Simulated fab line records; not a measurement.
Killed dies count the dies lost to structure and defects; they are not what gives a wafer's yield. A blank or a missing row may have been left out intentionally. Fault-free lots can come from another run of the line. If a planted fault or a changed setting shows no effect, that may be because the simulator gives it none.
fab line records    flow n5_finfet
[record] lots = 6  wafers = 18  last_day = 18
route steps=1938 shown BEOL_M3@981 BEOL_M4@1111 PASSIVATION@1936
lots untouched by any fault: they come from a run of this same line in which no faults occurred
start_h: start of the lot's first displayed wafer, in hours after the record's first day    wait_h: hours from the lot's prior step to this one    " identical to the entry in the row above    L1.1+2: a single row standing in for several wafers    - either no value or no given start    * or withheld: withheld    < > ~ a bound
route shown NAME@n: NAME is a module with steps in the file, n the number in the route of the first one    usual: average and standard deviation across the fault-free wafers    same: alike in all rows    chamber/n: place in a boat    sites: each site's reading    _std_site: the values' standard deviation    _edge_site: inner sites' mean taken away from outer sites' mean    radius_mm: how far each site lies from the wafer's centre    mask NAME#n: copy n    behind: the last tool/chamber to shape the wafer    hold: reason for holding the lot/hours on hold/outcome of the hold    device: whichever transistor did not switch (one of n, p or np)    end of line: the same wafers' tests at the end of the route    step lacking rows: just its recipe    killed: at the first sort, the dies lost to defects and structure; wafer yield is something else    map: shows each die of a wafer: x if killed, . if not, _ if none is there
set.NAME: the setting the step ran with; set.NAME@STEP: the setting that earlier step ran with    model.NAME: the simulator's own value behind a step, which no gauge read
lots seen at some steps along the route; tables by step, rows by wafer
services: when a tool's chamber went out of use (start_h, in hours from the record's first day, below 0 if earlier), for how many hours, and the reason
[[steps]]
[step N5_BEOL_M3_ETCH_41]
[recipe] chemistry = CH3F/O2  target = SiCN  target_depth_a = 299  taper_deg = 2  time_s = 52.5  ion_energy_ev = 120  mask_material = TiN  pressure_mtorr = 30  source_w = 395  bias_w = 75  Ar_flow_sccm = 150  CH3F_flow_sccm = 30  O2_flow_sccm = 20
[step N5_BEOL_M3_STRIP_97]
[recipe] chemistry = N2/H2  time_s = 10  power_w = 450  temp_c = 40  pressure_mtorr = 20  rf_frequency_hz = 6e+07  bias_power_w = 7  n2_flow_sccm = 200  h2_flow_sccm = 200
[usual] drypump_motor_current_A = 5.8/0.47  oes_product_au = 0.83/0.067  rf_vpp_V = 59.3/0.92  showerhead_plenum_p_Torr = 2.53/0.078  temp_c = 40.00/0.089  throttle_valve_pct = 23.4/0.39
lot.wafer  tool         chamber  start_h  wait_h  drypump_motor_current_A  oes_product_au  rf_hours_counter_h  rf_vpp_V  showerhead_plenum_p_Torr  temp_c  throttle_valve_pct
L383.1     rie_diel-01  2        -        -       5.3                      0.92            22                  58.1      2.45                      39.99   23.0
L383.4     "            3        "        "       6.0                      0.86            52                  58.6      2.57                      40.02   23.5
L383.6     "            2        "        "       5.2                      0.92            -                   59.0      2.45                      40.08   23.1
L387.1     rie_diel-01  2        -        -       5.3                      0.92            25                  57.5      2.45                      40.03   23.1
L387.5     "            0        "        "       5.5                      0.89            -                   58.2      2.46                      39.94   23.4
L387.6     "            3        "        "       6.0                      0.85            -                   59.7      2.57                      39.98   23.6
L388.2     rie_diel-05  1        -        -       5.9                      0.67            250                 59.8      2.59                      40.03   23.3
L388.3     "            3        "        "       5.8                      0.72            201                 60.7      2.63                      40.02   23.9
L388.4     "            3        "        "       5.8                      0.72            -                   58.8      2.63                      39.99   23.9
L397.3     rie_diel-01  3        -        -       6.1                      0.81            79                  58.6      2.56                      40.11   23.6
L397.4     "            0        "        "       5.5                      0.86            54                  58.2      2.45                      39.98   23.4
L397.6     "            2        "        "       5.3                      0.87            -                   59.0      2.44                      39.90   23.1
L400.1     rie_diel-03  3        -        -       6.5                      0.84            64                  60.4      2.68                      39.89   23.7
L400.3     "            2        "        "       5.8                      0.74            144                 59.7      2.55                      39.99   23.2
L400.4     "            1        "        "       6.6                      0.73            191                 59.2      2.50                      39.89   23.4
L402.1     rie_diel-01  1        -        -       5.4                      0.84            68                  59.9      2.46                      40.11   22.8
L402.4     "            2        "        "       5.3                      0.87            56                  58.4      2.43                      40.00   23.1
L402.5     "            1        "        "       5.4                      0.83            -                   58.4      2.46                      40.03   22.8
[step N5_BEOL_M3_OCD_MEAS_38]
[usual] trench_depth_nm = 55.5/1.5
lot.wafer  tool    chamber  start_h  wait_h  trench_depth_nm
L383.1     ocd-01  -        189.79   -       56.0
L383.4     "       -        "        "       55.7
L383.6     "       -        "        "       57.0
L387.1     ocd-02  -        196.68   -       56.2
L387.5     "       -        "        "       58.6
L387.6     "       -        "        "       55.5
L388.2     ocd-01  -        203.00   -       53.0
L388.3     "       -        "        "       53.9
L388.4     "       -        "        "       54.1
L397.3     ocd-02  -        273.21   -       54.8
L397.4     "       -        "        "       58.2
L397.6     "       -        "        "       55.6
L400.1     ocd-01  -        289.87   -       55.3
L400.3     "       -        "        "       54.3
L400.4     "       -        "        "       55.2
L402.1     ocd-01  -        296.32   -       54.4
L402.4     "       -        "        "       55.9
L402.5     "       -        "        "       54.6
[step N5_BEOL_M3_HM_STRIP_39]
[recipe] chemistry = peroxide_tin_strip  material = TiN  target_depth_a = 250  temp_c = 50  time_s = 158
[step N5_BEOL_M3_SRD_40]
[recipe] time_s = 30  temp_c = 23  rinse_liquid = diw  dry = ipa_marangoni
[step N5_BEOL_M3_PRECLEAN_42]
[recipe] chemistry = residue_remover  time_s = 60  temp_c = 40
[step N5_BEOL_M3_SRD_43]
[recipe] time_s = 30  temp_c = 23  rinse_liquid = diw  dry = ipa_marangoni
[step N5_BEOL_M3_CD_MEAS_35]
[recipe] target_cd_nm = 18  target_cd_y_nm = 21  polarity = opening
[usual] cd_nm = 18.2/0.45
lot.wafer  tool       chamber  start_h  wait_h  cd_nm
L383.1     cd_sem-03  -        189.94   0.0     18.1
L383.4     "          -        "        "       17.9
L383.6     "          -        "        "       18.1
L387.1     cd_sem-01  -        196.84   0.0     18.3
L387.5     "          -        "        "       18.3
L387.6     "          -        "        "       18.1
L388.2     cd_sem-02  -        203.15   0.0     17.8
L388.3     "          -        "        "       18.0
L388.4     "          -        "        "       18.5
L397.3     cd_sem-03  -        273.36   0.0     18.2
L397.4     "          -        "        "       18.3
L397.6     "          -        "        "       18.3
L400.1     cd_sem-01  -        290.03   0.0     18.3
L400.3     "          -        "        "       17.9
L400.4     "          -        "        "       18.4
L402.1     cd_sem-01  -        296.48   0.0     18.6
L402.4     "          -        "        "       17.9
L402.5     "          -        "        "       18.8
[step N5_BEOL_M3_DEGAS_44]
[recipe] ambient = vacuum  temp_c = 250  time_s = 60
[usual] heater_power_w = 338/43
lot.wafer  tool            chamber  start_h  wait_h  heater_power_w
L383.1     pvd_sputter-02  -        190.45   0.5     305
L383.4     "               -        "        "       385
L383.6     "               -        "        "       393
L387.1     pvd_sputter-03  -        196.91   0.1     317
L387.5     "               -        "        "       324
L387.6     "               -        "        "       268
L388.2     pvd_sputter-03  -        203.66   0.5     266
L388.3     "               -        "        "       319
L388.4     "               -        "        "       288
L397.3     pvd_sputter-01  -        273.40   0.0     355
L397.4     "               -        "        "       304
L397.6     "               -        "        "       384
L400.1     pvd_sputter-03  -        290.33   0.3     315
L400.3     "               -        "        "       255
L400.4     "               -        "        "       296
L402.1     pvd_sputter-01  -        297.41   0.9     342
L402.4     "               -        "        "       365
L402.5     "               -        "        "       302
[step N5_BEOL_M3_PRE_CLEAN_45]
[recipe] gas = H2/He  time_s = 30  temp_c = 250
[step N5_BEOL_M3_ALD_84]
[recipe] material = TaN  target_thk_a = *  temp_c = 275  ald_precursor_family = PDMAT  ald_co_reactant = NH3  pressure_torr = 3  carrier_flow_sccm = 1500  pulse_time_s = 2  purge_time_s = 3  co_reactant_purge_time_s = 2  co_reactant_pulse_time_s = 3  ald_cycles = 30  precursor_vessel_temp_c = 75  precursor_vessel_pressure_torr = 26.25  precursor_vessel_carrier_sccm = 1000
[usual] chamber_pressure_Torr = 3.000/0.0065  heater_power_w = 411/45  precursor_vessel_carrier_sccm = 1000/3.4
[same] pulse_time_s = 2
lot.wafer  tool          chamber  start_h  wait_h  chamber_pressure_Torr  heater_power_w  precursor_vessel_carrier_sccm
L383.1     ald_metal-03  2        190.78   0.3     3.005                  383             1001
L383.4     "             1        "        "       2.996                  365             1007
L383.6     "             3        "        "       3.016                  421             1004
L387.1     ald_metal-03  0        197.02   0.1     2.990                  483             1003
L387.5     "             3        "        "       2.997                  431             997
L387.6     "             2        "        "       2.989                  369             1001
L388.2     ald_metal-02  3        203.76   0.0     3.003                  344             999
L388.3     "             0        "        "       3.011                  366             998
L388.4     "             1        "        "       2.992                  383             1000
L397.3     ald_metal-02  3        273.50   0.0     2.996                  341             997
L397.4     "             2        "        "       3.003                  447             1001
L397.6     "             0        "        "       2.990                  372             999
L400.1     ald_metal-03  2        290.43   0.0     2.995                  381             1001
L400.3     "             0        "        "       3.002                  462             1003
L400.4     "             1        "        "       3.013                  368             1005
L402.1     ald_metal-03  2        297.53   0.1     2.997                  376             999
L402.4     "             0        "        "       2.989                  478             995
L402.5     "             0        "        "       2.995                  476             997
[step N5_BEOL_M3_SURFACE_TREAT_85]
[recipe] gas = Ar  time_s = *  ion_energy_ev = *  ion_current_ma_cm2 = 0.5  pressure_mtorr = *  ar_flow_sccm = 30
[usual] pressure_mtorr = *  throttle_valve_pct = *
lot.wafer  tool            chamber  start_h  wait_h  pressure_mtorr  throttle_valve_pct
L383.1     pvd_sputter-01  -        191.65   0.8     *               *
L383.4     "               -        "        "       *               *
L383.6     "               -        "        "       *               *
L387.1     pvd_sputter-02  -        197.25   0.1     *               *
L387.5     "               -        "        "       *               *
L387.6     "               -        "        "       *               *
L388.2     pvd_sputter-03  -        204.06   0.2     *               *
L388.3     "               -        "        "       *               *
L388.4     "               -        "        "       *               *
L397.3     pvd_sputter-03  -        274.76   1.2     *               *
L397.4     "               -        "        "       *               *
L397.6     "               -        "        "       *               *
L400.1     pvd_sputter-02  -        290.69   0.2     *               *
L400.3     "               -        "        "       *               *
L400.4     "               -        "        "       *               *
L402.1     pvd_sputter-01  -        297.83   0.2     *               *
L402.4     "               -        "        "       *               *
L402.5     "               -        "        "       *               *
[step N5_BEOL_M3_CVD_47]
[recipe] material = Co  target_thk_a = 30  temp_c = withheld  precursor = CCTBA/H2  pressure_torr = 30  time_s = 223.8
[usual] chamber_pressure_Torr = 30.00/0.06  run_length_s = 246.7/0.58
lot.wafer  tool       chamber  start_h  wait_h  chamber_pressure_Torr  run_length_s
L383.1     cvd_co-02  1        191.94   0.3     30.00                  246.3
L383.4     "          0        "        "       30.04                  246.1
L383.6     "          2        "        "       29.98                  246.7
L387.1     cvd_co-01  2        197.33   0.1     29.96                  321.0
L387.5     "          0        "        "       29.90                  246.7
L387.6     "          2        "        "       29.98                  246.6
L388.2     cvd_co-01  0        204.16   0.1     30.00                  246.5
L388.3     "          1        "        "       30.01                  321.9
L388.4     "          2        "        "       30.05                  246.6
L397.3     cvd_co-01  2        274.82   0.0     29.98                  246.4
L397.4     "          1        "        "       30.02                  247.8
L397.6     "          2        "        "       30.04                  247.1
L400.1     cvd_co-02  2        290.81   0.1     30.04                  246.3
L400.3     "          0        "        "       29.99                  246.3
L400.4     "          2        "        "       29.92                  246.3
L402.1     cvd_co-01  1        298.01   0.2     30.10                  247.6
L402.4     "          0        "        "       30.02                  247.1
L402.5     "          2        "        "       30.07                  246.4
[step N5_BEOL_M3_SPUTTER_48]
[recipe] material = Cu  target_thk_a = 45  temp_c = -20  chamber_pressure_pa = 0.07  power_w = withheld  time_s = 8.29
[usual] throttle_valve_pct = 29.9/0.93
lot.wafer  tool            chamber  start_h  wait_h  throttle_valve_pct
L383.1     pvd_sputter-01  -        192.15   0.1     30.0
L383.4     "               -        "        "       30.0
L383.6     "               -        "        "       30.6
L387.1     pvd_sputter-01  -        197.51   0.1     30.1
L387.5     "               -        "        "       30.1
L387.6     "               -        "        "       29.2
L388.2     pvd_sputter-01  -        204.32   0.1     30.4
L388.3     "               -        "        "       29.5
L388.4     "               -        "        "       30.0
L397.3     pvd_sputter-03  -        275.20   0.3     30.0
L397.4     "               -        "        "       30.0
L397.6     "               -        "        "       31.2
L400.1     pvd_sputter-03  -        291.01   0.1     31.4
L400.3     "               -        "        "       30.8
L400.4     "               -        "        "       29.7
L402.1     pvd_sputter-01  -        298.27   0.2     30.1
L402.4     "               -        "        "       30.4
L402.5     "               -        "        "       30.0
[step N5_BEOL_M4_RC_MEAS_101]
[usual] DIBL_N = 37.2/2.5  DIBL_P = 38/3  IOFF_N = 0.17/0.044  IOFF_P = 0.24/0.059  ION_N = 667/13  ION_P = 461/7.9  SS_N = 71.8/0.86  SS_P = 73.6/0.92  VT_N = 250/4.1  VT_P = -249/3.9
lot.wafer  tool       chamber  start_h  wait_h  DIBL_N[mV/V]  DIBL_P[mV/V]  IOFF_N[nA/um]  IOFF_P[nA/um]  ION_N[uA/um]  ION_P[uA/um]  SS_N[mV/dec]  SS_P[mV/dec]  VT_N[mV]  VT_P[mV]
L383.1     prober-02  0        203.44   0.0     34.0          32            0.10           0.15           645           453           70.5          72.7          256       -253
L383.4     "          0        "        "       34.9          34            0.12           0.19           653           456           70.8          72.9          255       -250
L383.6     "          0        "        "       30.7          29            0.07           0.11           639           451           69.5          71.3          261       -257
L387.1     prober-02  0        216.35   0.0     34.9          33            0.10           0.18           653           456           71.6          72.5          257       -249
L387.5     "          0        "        "       39.0          39            0.18           0.28           681           467           71.6          74.6          249       -246
L387.6     "          0        "        "       35.7          34            0.12           0.20           665           461           71.2          73.0          255       -249
L388.2     prober-02  0        222.67   0.2     38.1          39            0.17           0.24           668           468           70.7          73.5          251       -249
L388.3     "          0        "        "       39.5          41            0.22           0.29           685           473           71.3          73.9          248       -243
L388.4     "          0        "        "       35.0          35            0.13           0.18           651           457           70.9          72.6          251       -252
L397.3     prober-02  0        290.77   0.3     36.7          37            0.15           0.22           662           458           71.5          73.6          253       -249
L397.4     "          0        "        "       33.0          33            0.10           0.18           651           460           70.7          72.3          257       -252
L397.6     "          0        "        "       39.8          41            0.21           0.30           675           464           72.2          74.6          248       -248
L400.1     prober-02  0        308.25   0.0     36.7          38            0.15           0.21           664           457           71.7          73.5          253       -253
L400.3     "          0        "        "       40.4          42            0.23           0.28           681           467           73.5          74.7          247       -250
L400.4     "          0        "        "       38.8          41            0.20           0.27           670           457           72.7          74.5          246       -249
L402.1     prober-02  0        314.09   0.0     31.5          33            0.09           0.15           642           449           70.5          72.2          260       -256
L402.4     "          0        "        "       34.6          34            0.13           0.17           657           447           70.6          72.6          256       -253
L402.5     "          0        "        "       35.4          35            0.14           0.18           660           454           71.4          72.5          252       -253
[step N5_PASSIVATION_PROBE_49]
[usual] defect_limited_yield = 91.5/1.4  killed_at_M0_to_M3 = 32/11  killed_at_M4_up = 12/4.4  killed_at_contacts = 13/6.1  killed_at_front_end = 39/12  killed_at_other = 3.9/3  killed_dies = 100/17  killed_open = 66/12  killed_short = 33/7.4  sort_bin_5_function = 5.0/0.95  sort_bin_6_memory = 3.2/0.66  sort_bin_8_speed = 0.0/0.33  sort_n_pass = 1079/17  sort_yield_pct = 91.4/1.5
[same] gross_dies = 1180  killed_at_back_side = 0  sort_bin_4_leakage[%] = 0
lot.wafer  tool       chamber  start_h  wait_h  defect_limited_yield[%]  killed_at_M0_to_M3  killed_at_M4_up  killed_at_contacts  killed_at_front_end  killed_at_other  killed_dies  killed_open  killed_short  sort_bin_5_function[%]  sort_bin_6_memory[%]  sort_bin_8_speed[%]  sort_n_pass  sort_yield_pct[%]
L383.1     prober-02  -        309.93   0.0     92.5                     23                  15               12                  34                   4                88           58           29            4.4                     2.6                   0.2                  1090         92.4
L383.4     prober-02  -        310.08   0.2     90.5                     24                  25               9                   48                   6                112          76           33            5.7                     3.3                   0                    1068         90.5
L383.6     prober-02  -        310.18   0.3     90.8                     21                  18               11                  50                   9                109          67           39            5.4                     3.5                   0.1                  1070         90.7
L387.1     prober-02  -        331.98   0.0     88.4                     32                  18               23                  60                   4                137          100          37            6.9                     4.2                   0                    1043         88.4
L387.5     prober-02  -        332.18   0.2     89.9                     22                  11               20                  63                   3                119          81           38            4.7                     5.1                   0                    1061         89.9
L387.6     prober-02  -        332.23   0.3     89.5                     42                  21               21                  35                   5                124          78           45            5.4                     4.6                   0                    1056         89.5
L388.2     prober-02  -        336.40   0.1     91.3                     36                  10               8                   45                   4                103          68           35            5.0                     3.4                   0                    1077         91.3
L388.3     prober-02  -        336.45   0.1     92.5                     26                  11               6                   40                   5                88           59           25            4.4                     2.7                   0                    1092         92.5
L388.4     prober-02  -        336.50   0.2     94.1                     22                  13               4                   31                   0                70           55           15            3.5                     2.4                   0                    1110         94.1
L397.3     prober-01  -        396.11   0.1     90.8                     43                  12               15                  30                   8                108          70           38            5.3                     3.5                   0                    1072         90.8
L397.4     prober-01  -        396.16   0.2     91.0                     28                  11               13                  53                   1                106          74           30            5.8                     3.0                   0                    1074         91.0
L397.6     prober-01  -        396.26   0.3     90.6                     47                  7                6                   43                   8                111          73           38            5.8                     3.1                   0                    1069         90.6
L400.1     prober-01  -        421.74   0.0     91.1                     29                  7                14                  48                   7                105          66           36            5.0                     3.3                   0                    1075         91.1
L400.3     prober-01  -        421.84   0.1     91.0                     23                  8                14                  59                   2                106          63           39            5.8                     2.9                   0                    1074         91.0
L400.4     prober-01  -        421.89   0.2     89.6                     35                  15               18                  54                   1                123          82           40            5.5                     4.7                   0                    1057         89.6
L402.1     prober-02  -        422.25   0.0     91.6                     23                  9                10                  51                   6                99           66           32            4.7                     3.6                   0                    1081         91.6
L402.4     prober-02  -        422.40   0.2     91.4                     26                  13               10                  46                   7                102          73           28            4.6                     3.9                   0                    1078         91.4
L402.5     prober-02  -        422.45   0.2     91.6                     31                  10               7                   46                   5                99           74           24            5.0                     3.2                   0                    1081         91.6
// killed by level:class
L383.1 FIN_SAQP:geometric_particle:open=11 MOL_CONTACT_COAG:geometric_particle:open=10 BEOL_M4:geometric_particle:open=7 FIN_SAQP:geometric_particle:short=6 DUMMY_GATE:geometric_particle:open=6 GATE_CUT:geometric_particle:short=5 STI_FIN_REVEAL:geometric_particle:open=5 BEOL_M0_SAQP:geometric_particle:short=5
L383.4 BEOL_M4:geometric_particle:open=15 FIN_SAQP:geometric_particle:open=14 STI_FIN_REVEAL:geometric_particle:open=8 BEOL_M0_SAQP:geometric_particle:open=8 FIN_SAQP:geometric_particle:short=6 BEOL_M0_SAQP:geometric_particle:short=6 MOL_CONTACT_COAG:geometric_particle:open=6 DUMMY_GATE:geometric_particle:open=4
L383.6 BEOL_M4:geometric_particle:open=12 FIN_SAQP:geometric_particle:open=11 MOL_CONTACT_COAG:geometric_particle:open=9 GATE_CUT:geometric_particle:short=7 PASS1_DEP:geometric_particle:short=7 FIN_SAQP:geometric_particle:short=6 STARTING-WAFER:geometric_particle:open=6 DUMMY_GATE:geometric_particle:open=5
L387.1 MOL_CONTACT_COAG:geometric_particle:open=20 FIN_SAQP:geometric_particle:open=18 STI_FIN_REVEAL:geometric_particle:open=16 FIN_SAQP:geometric_particle:short=12 BEOL_M4:geometric_particle:open=9 BEOL_M0_SAQP:geometric_particle:short=7 BEOL_M0_SAQP:geometric_particle:open=6 BEOL_M2:geometric_particle:open=6
L387.5 STI_FIN_REVEAL:geometric_particle:open=27 MOL_CONTACT_COAG:geometric_particle:open=15 FIN_SAQP:geometric_particle:open=8 STI_FIN_REVEAL:geometric_particle:short=7 MOL_CONTACT_COAG:geometric_particle:short=5 FIN_SAQP:geometric_particle:short=4 BEOL_M0_SAQP:geometric_particle:short=4 DUMMY_GATE:geometric_particle:open=3
L387.6 MOL_CONTACT_COAG:geometric_particle:open=16 BEOL_M0_SAQP:geometric_particle:open=11 FIN_SAQP:geometric_particle:short=10 BEOL_M0_SAQP:geometric_particle:short=10 BEOL_M4:geometric_particle:open=9 FIN_SAQP:geometric_particle:open=8 BEOL_M1:geometric_particle:open=8 MOL_CONTACT_COAG:geometric_particle:short=5
L388.2 FIN_SAQP:geometric_particle:open=15 BEOL_M0_SAQP:geometric_particle:short=11 FIN_SAQP:geometric_particle:short=9 MOL_CONTACT_COAG:geometric_particle:open=8 BEOL_M0_SAQP:geometric_particle:open=8 STI_FIN_REVEAL:geometric_particle:open=8 BEOL_M3:geometric_particle:open=8 BEOL_M5:geometric_particle:open=4
L388.3 STI_FIN_REVEAL:geometric_particle:open=14 BEOL_M0_SAQP:geometric_particle:open=11 BEOL_M0_SAQP:geometric_particle:short=9 MOL_CONTACT_COAG:geometric_particle:open=5 FIN_SAQP:geometric_particle:open=4 STARTING-WAFER:geometric_particle:open=4 BEOL_M6:geometric_particle:open=4 DUMMY_GATE:geometric_particle:open=3
L388.4 BEOL_M3:geometric_particle:open=8 GATE_CUT:geometric_particle:open=7 FIN_SAQP:geometric_particle:open=5 GATE_CUT:geometric_particle:short=5 MOL_CONTACT_COAG:geometric_particle:open=4 BEOL_M1:geometric_particle:open=4 BEOL_M5:geometric_particle:open=4 DUMMY_GATE:geometric_particle:open=3
L397.3 MOL_CONTACT_COAG:geometric_particle:open=11 BEOL_M1:geometric_particle:open=9 STI_FIN_REVEAL:geometric_particle:open=7 BEOL_M2:geometric_particle:open=7 BEOL_M0_SAQP:geometric_particle:short=7 BEOL_M3:geometric_particle:open=7 BEOL_M4:geometric_particle:open=6 FIN_SAQP:geometric_particle:open=4
L397.4 STI_FIN_REVEAL:geometric_particle:open=17 FIN_SAQP:geometric_particle:open=11 MOL_CONTACT_COAG:geometric_particle:open=10 BEOL_M0_SAQP:geometric_particle:open=7 BEOL_M3:geometric_particle:open=6 FIN_SAQP:geometric_particle:short=5 BEOL_M0:geometric_particle:open=5 STARTING-WAFER:geometric_particle:short=5
L397.6 BEOL_M0_SAQP:geometric_particle:short=13 BEOL_M0_SAQP:geometric_particle:open=12 FIN_SAQP:geometric_particle:open=11 STI_FIN_REVEAL:geometric_particle:open=10 BEOL_M2:geometric_particle:open=8 FIN_SAQP:geometric_particle:short=6 MIM_TOP_ETCH:geometric_particle:open=6 GATE_CUT:geometric_particle:short=5
L400.1 MOL_CONTACT_COAG:geometric_particle:open=11 FIN_SAQP:geometric_particle:short=8 FIN_SAQP:geometric_particle:open=8 BEOL_M2:geometric_particle:open=8 STI_FIN_REVEAL:geometric_particle:open=6 GATE_CUT:geometric_particle:short=5 GATE_CUT:geometric_particle:open=5 BEOL_M0_SAQP:geometric_particle:short=5
L400.3 STI_FIN_REVEAL:geometric_particle:open=13 FIN_SAQP:geometric_particle:short=12 FIN_SAQP:geometric_particle:open=9 MOL_CONTACT_COAG:geometric_particle:open=7 MOL_CONTACT_COAG:geometric_particle:short=6 BEOL_M3:geometric_particle:open=6 GATE_CUT:geometric_particle:short=5 BEOL_M1:geometric_particle:open=5
L400.4 MOL_CONTACT_COAG:geometric_particle:open=14 FIN_SAQP:geometric_particle:open=13 FIN_SAQP:geometric_particle:short=13 STI_FIN_REVEAL:geometric_particle:open=9 BEOL_M1:geometric_particle:open=7 BEOL_M2:geometric_particle:short=7 BEOL_M3:geometric_particle:open=7 BEOL_M4:geometric_particle:open=6
L402.1 GATE_CUT:geometric_particle:open=12 FIN_SAQP:geometric_particle:short=9 GATE_CUT:geometric_particle:short=8 FIN_SAQP:geometric_particle:open=6 DUMMY_GATE:geometric_particle:open=6 MOL_CONTACT_COAG:geometric_particle:open=6 BEOL_M2:geometric_particle:open=6 BEOL_M1:geometric_particle:open=5
L402.4 MOL_CONTACT_COAG:geometric_particle:open=10 DUMMY_GATE:geometric_particle:open=9 BEOL_M1:geometric_particle:open=9 STI_FIN_REVEAL:geometric_particle:open=8 GATE_CUT:geometric_particle:open=6 GATE_CUT:geometric_particle:short=6 BEOL_M2:geometric_particle:open=5 BEOL_M6:geometric_particle:open=5
L402.5 FIN_SAQP:geometric_particle:open=10 MOL_CONTACT_COAG:geometric_particle:open=7 BEOL_M3:geometric_particle:open=7 BEOL_M1:geometric_particle:open=7 DUMMY_GATE:geometric_particle:open=6 GATE_CUT:geometric_particle:open=6 BEOL_M0_SAQP:geometric_particle:short=6 GATE_CUT:geometric_particle:short=5
[[services]]
tool          chamber  start_h  hours  kind
ald_metal-02  -        174.72   14.6   pm
ald_metal-03  -        183.05   2.8    pm
rie_diel-05   -        183.76   15.6   pm
cvd_co-01     0        188.27   2.6    repair
rie_diel-05   0        200.72   8.9    repair
rie_diel-05   1        203.12   7.6    repair
rie_diel-05   1        211.16   -      clean
rie_diel-05   1        211.16   -      consumable_replace:focus_ring
rie_diel-05   1        211.16   31.8   scheduled_down
rie_diel-05   1        211.16   31.8   vent_cycle
rie_diel-05   3        215.05   2.0    repair
ald_metal-03  3        216.40   2.1    repair
cvd_co-01     -        218.10   0.7    repair
cvd_co-01     -        244.77   0.8    repair
rie_diel-03   3        256.81   3.9    repair
ald_metal-03  3        262.83   25.9   repair
[[key]]
[first_sign] step = N5_BEOL_M3_CVD_47  reading = run_length_s  direction = up  sigmas = 99+  usual = *  struck = *
effect none on later readings
met_at N5_BEOL_M3_CVD_47
struck_wafers L387.1,L388.3
[fault] kind = process_parameter_drift  tool = cvd_co-01  chamber = -  onset_h = 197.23  steps = N5_BEOL_M3_CVD_47  channel = time_s  offset = *  shape = step  end_h = 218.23  scope = struck_wafers_only  acts_in = *  stated = *
